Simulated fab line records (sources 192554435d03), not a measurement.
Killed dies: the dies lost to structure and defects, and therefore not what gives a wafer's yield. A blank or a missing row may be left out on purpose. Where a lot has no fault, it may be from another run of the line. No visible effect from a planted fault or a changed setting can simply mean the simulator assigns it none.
Split-lot experiment ; flow n5 finfet ; 21 wafers read from 7 lots, route of 1938 steps

THE SPLIT
At N5_BEOL_M10_ETCH_62 (etches SOC in N2/H2, target depth 110 nm, overetch 22 nm, time 165 s), the setting time s was moved away from the recipe's 165 s on 4 of the 21 wafers read, by -14.8% to +16.6%. The other wafers ran this setting at the recipe's value.

The reading is taken at the split's own step.

THE READING
SiARC_of_BEOL_M10_COAT_60.thk nm (the simulator's own value, which no gauge read), in nm, at N5_BEOL_M10_ETCH_62 (etches SOC in N2/H2, target depth 110 nm, overetch 22 nm, time 165 s). There is no usual value for it anywhere in the file. Average 23.7 nm, standard deviation 0.18 nm, over the 17 wafers here run with the recipe.

wafer;tool, chamber at the split;time s as run, s;against the recipe;SiARC_of_BEOL_M10_COAT_60.thk nm, nm;against lot-mates on the recipe
L076.2;rie diel-01, 3,0;165;recipe;23.8;-
L076.6;rie diel-01, 3,0;165;recipe;23.8;-
L076.4;rie diel-01, 2;165;recipe;23.6;-
L078.1;rie diel-01, 0,3;165;recipe;24;-
L078.6;rie diel-01, 0,3;165;recipe;24;-
L078.2;rie diel-01, 2;165;recipe;23.6;-
L082.3;rie diel-03, 0;165;recipe;24;-
L082.4;rie diel-03, 2;165;recipe;23.6;-
L082.5;rie diel-03, 3;155.5;-5.8%;24.2;+0.4
L083.1;rie diel-05, 2;140.6;-14.8%;24.4;+0.9
L083.2;rie diel-05, 0;165;recipe;23.4;-
L083.5;rie diel-05, 3;165;recipe;23.6;-
L089.2;rie diel-01, 0;192.4;+16.6%;22.8;-1.0
L089.3;rie diel-01, 3;165;recipe;23.8;-
L089.4;rie diel-01, 2;192.4;+16.6%;22.4;-1.4
L092.1;rie diel-05, 1;165;recipe;23.8;-
L092.2;rie diel-05, 2,3;165;recipe;23.6;-
L092.4;rie diel-05, 2,3;165;recipe;23.6;-
L096.1;rie diel-03, 0;165;recipe;23.6;-
L096.2;rie diel-03, 3;165;recipe;23.8;-
L096.3;rie diel-03, 2;165;recipe;23.4;-
The file does not say which wafer passed through which chamber wherever a row lists several chambers: such a row stands for several wafers.

FIT RESULTS
A straight line over all 21 wafers: SiARC_of_BEOL_M10_COAT_60.thk nm changes by -0.0619 nm for each +1% of time s; r = -0.90; the points scatter about the line by 0.2 nm.
The same after taking each lot's own level away (the mean of its wafers on the recipe; 21 wafers): -0.0689 nm for each +1%; r = -0.95; scatter 0.15 nm.
On that fit, the largest move of time s shifts the reading by 1.1 nm.
Measured against the standard deviation above, the lots' own levels, which go from 23.50 to 23.87 nm, span 2.0 times it.
So the lot-to-lot level changes the slope: the two fits differ.
Check: -1.25 nm against its lot-mates is what the line predicts for one of the wafers moved furthest among these (+16.6%) when that wafer is left out of the fit. Against them it came out at -1 nm.

OTHER SPLITS APPLIED TO THESE WAFERS
Other splits were also applied to these wafers ahead of the reading. Each is held against what the fit with the lots' levels taken away leaves over:
other split on the same wafers;wafers away from the commonest value;r with SiARC_of_BEOL_M10_COAT_60.thk nm (lot level and that fit taken away)
N5_BEOL_M8_EXPOSE_25 dose mj;9;-0.25
N5_BEOL_M9_TRENCH_ETCH_37 bias w;9;-0.10

THE WHOLE CHAIN: every reading that the file lists as answering this split, in the file's order
step;what it does;reading;change (the file's fit);r (the file's)
N5_BEOL_M10_ETCH_62;etches SOC in N2/H2, target depth 110 nm, overetch 22 nm, time 165 s;SiARC_of_BEOL_M10_COAT_60.thk nm (the simulator's own value, which no gauge read);-0.0674 nm for each +1% of the setting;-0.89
N5_BEOL_M10_HM_OPEN_17;chemistry Cl2/BCl3, target TiN, target depth 20 nm, overetch 6 nm;etch.depth nm (the simulator's own value, which no gauge read);not straight: 20.32 at the lowest setting, 20.02 at the recipe, 17.48 at the highest;not given

THE FILE'S OWN FIT
SiARC_of_BEOL_M10_COAT_60.thk nm changes by -0.0674 nm for each +1% of time s, r = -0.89.
